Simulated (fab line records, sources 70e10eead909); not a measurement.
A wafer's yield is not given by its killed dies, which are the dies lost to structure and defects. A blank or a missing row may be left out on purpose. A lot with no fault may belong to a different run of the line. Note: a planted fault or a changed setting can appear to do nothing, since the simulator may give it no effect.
Which tool did it?	flow nandHarc	Sampling: 12 lots, 36 wafers, 5 of 1302 route steps

== WHAT EACH GAUGE READ, for each wafer ==
NHARC_A_BONDPAD_THK_MEAS_30: measures by ellipsometry.
lot	measured	on	thkNm (nm)
L344	day 23 19:57	filmMetro-01	200.4 202.0 198.6
L343	day 23 22:14	filmMetro-01	198.7 200.6 201.4
L347	day 24 09:29	filmMetro-01	201.1 200.4 203.0
L349	day 25 19:58	filmMetro-01	198.4 199.4 198.7
L348	day 25 22:08	filmMetro-02	200.4 202.0 200.1
L353	day 27 03:40	filmMetro-01	202.3 201.2 202.0
L355	day 27 18:46	filmMetro-01	200.5 201.5 201.7
L356	day 29 01:00	filmMetro-02	200.5 199.7 201.2
L359	day 29 14:22	filmMetro-02	199.2 198.6 200.1
L360	day 30 05:16	filmMetro-01	202.1 201.8 202.6
L363	day 30 21:21	filmMetro-01	201.2 197.8 197.4
L364	day 32 20:47	filmMetro-02	200.5 201.4 200.4

NHARC_END_SORT_01.
lot	measured	on	killedAtArray	killedAtOther	killedAtPeriphery	killedDies	killedOpen	killedShort
L349	day 27 04:31	prober-02	159 153 179	4 3 1	5 5 2	168 161 182	6 3 1	1 0 2
L348	day 27 06:32	prober-01	192 170 188	0 0 1	3 5 1	195 175 190	3 4 2	1 1 1

== TOOL THAT RAN EACH LOT (tool first, then ch and the chambers of the sampled wafers, then the start) ==
lot	NHARC_A_M1_PRE_CLEAN_30	NHARC_A_BONDPAD_DESCUM_11	NHARC_THIN_TSV_DESCUM_14
L344	pvdSputter-01, day 23 17:02	rieDiel-09 ch 1,2, day 23 20:43	rieDiel-13 ch 0,1, day 24 12:43
L343	pvdSputter-02, day 23 19:08	rieDiel-09 ch 0,1,2, day 23 23:04	rieDiel-13 ch 0,2,3, day 24 11:40
L347	pvdSputter-01, day 24 06:37	rieDiel-09 ch 1,2,3, day 24 10:16	rieDiel-13 ch 0,1,3, day 25 02:43
L349	pvdSputter-02, day 25 17:07	rieDiel-08 ch 0,1,2, day 25 20:38	rieDiel-02 ch 0,1,2, day 26 11:59
L348	pvdSputter-02, day 25 19:16	rieDiel-08 ch 1,2,3, day 25 22:55	rieDiel-02 ch 0,2,3, day 26 13:04
L353	pvdSputter-01, day 27 00:45	rieDiel-08 ch 1,2,3, day 27 04:23	rieDiel-02 ch 0,1,3, day 27 23:03
L355	pvdSputter-01, day 27 15:55	rieDiel-09 ch 0,1, day 27 19:25	rieDiel-02 ch 0,2, day 28 12:16
L356	pvdSputter-03, day 28 22:09	rieDiel-08 ch 0,3, day 29 01:47	rieDiel-02 ch 0,3, day 29 17:11
L359	pvdSputter-01, day 29 11:30	rieDiel-08 ch 1,2,3, day 29 15:02	rieDiel-03 ch 0,1,2, day 30 05:56
L360	pvdSputter-03, day 30 02:23	rieDiel-08 ch 0,1,3, day 30 06:04	rieDiel-13 ch 0,1,2, day 30 20:55
L363	pvdSputter-03, day 30 18:28	rieDiel-09 ch 0,3, day 30 22:00	rieDiel-02 ch 1,2, day 31 13:47
L364	pvdSputter-03, day 32 17:57	rieDiel-08 ch 0,1, day 32 21:27	rieDiel-13 ch 1,2, day 34 16:49
- NHARC_A_M1_PRE_CLEAN_30: time 30 s.
- NHARC_A_BONDPAD_DESCUM_11: chemistry O2, time 3 s.
- NHARC_THIN_TSV_DESCUM_14: chemistry O2, time 3 s.

== WHAT THE TOOLS THEMSELVES READ (means of the sampled wafers that have a number; where no wafer has one, the mark that the record gives instead) ==
NHARC_A_M1_PRE_CLEAN_30.
lot	tool	heaterPowerW (W)
L344	pvdSputter-01	422
L343	pvdSputter-02	448
L347	pvdSputter-01	425
L349	pvdSputter-02	432
L348	pvdSputter-02	400
L353	pvdSputter-01	371
L355	pvdSputter-01	390
L356	pvdSputter-03	402
L359	pvdSputter-01	414
L360	pvdSputter-03	440
L363	pvdSputter-03	395
L364	pvdSputter-03	421

NHARC_A_BONDPAD_DESCUM_11.
lot	tool	drypumpMotorCurrentA (A)	oesProductAu (a.u.)	rfVppV (V)	showerheadPlenumPTorr (Torr)	throttleValvePct (%)
L344	rieDiel-09	5.6	0.997	56.7	1.79	11.314
L343	rieDiel-09	5.3	1.011	57.2	1.81	11.303
L347	rieDiel-09	5.4	0.990	57.4	1.88	11.306
L349	rieDiel-08	5.8	1.002	58.2	1.94	11.316
L348	rieDiel-08	5.8	0.990	57.8	1.92	11.319
L353	rieDiel-08	5.8	0.996	58.3	1.92	11.314
L355	rieDiel-09	5.7	1.013	58.2	1.80	11.315
L356	rieDiel-08	5.7	0.984	58.9	2.01	11.312
L359	rieDiel-08	5.8	0.991	58.6	1.92	11.311
L360	rieDiel-08	5.5	0.983	57.4	1.95	11.315
L363	rieDiel-09	5.5	0.991	57.7	2.00	11.305
L364	rieDiel-08	5.3	1.000	57.6	1.92	11.311

NHARC_THIN_TSV_DESCUM_14.
lot	tool	drypumpMotorCurrentA (A)	oesProductAu (a.u.)	rfVppV (V)	showerheadPlenumPTorr (Torr)	throttleValvePct (%)
L344	rieDiel-13	5.4	1.007	56.4	1.81	11.315
L343	rieDiel-13	5.6	0.996	57.7	1.81	11.313
L347	rieDiel-13	5.7	0.995	57.7	1.81	11.314
L349	rieDiel-02	5.3	0.996	57.8	2.01	11.309
L348	rieDiel-02	5.5	0.991	58.5	2.03	11.316
L353	rieDiel-02	5.4	0.995	58.6	2.02	11.313
L355	rieDiel-02	5.5	1.000	58.6	2.02	11.308
L356	rieDiel-02	5.3	0.999	58.6	2.02	11.311
L359	rieDiel-03	5.6	1.002	58.2	1.87	11.308
L360	rieDiel-13	5.3	1.000	57.4	1.82	11.310
L363	rieDiel-02	5.5	1.004	59.0	2.01	11.312
L364	rieDiel-13	5.3	1.007	57.6	1.80	11.308

== THE ANSWER, worked out from the rows above alone ==
Rule: what is usual is taken from the lots themselves. Put in order of their means at a reading, lots are off if they are a third of the lots or fewer, leave a main group of 4 or more, and stand apart from it by a gap of 3 or more times the standard deviation of the main group's means; of several such gaps the widest counts. Not used: any main group whose means are identical at the precision the tables above print for the reading. A lot without any number at a reading at which 4 lots or more have one is off too. Where the step has rows for the other lots, those lots are counted as sound. First the gauges in route order, then the tools' own readings, where a lot's mean is used as printed above. At the first step where some lot is off, the reading lying furthest off is the one used; lots without a number count as furthest.
No lot is off on any of the readings shown, so nothing can be concluded from this.

== WHAT HAD BEEN PUT IN BY THE SIMULATOR ==
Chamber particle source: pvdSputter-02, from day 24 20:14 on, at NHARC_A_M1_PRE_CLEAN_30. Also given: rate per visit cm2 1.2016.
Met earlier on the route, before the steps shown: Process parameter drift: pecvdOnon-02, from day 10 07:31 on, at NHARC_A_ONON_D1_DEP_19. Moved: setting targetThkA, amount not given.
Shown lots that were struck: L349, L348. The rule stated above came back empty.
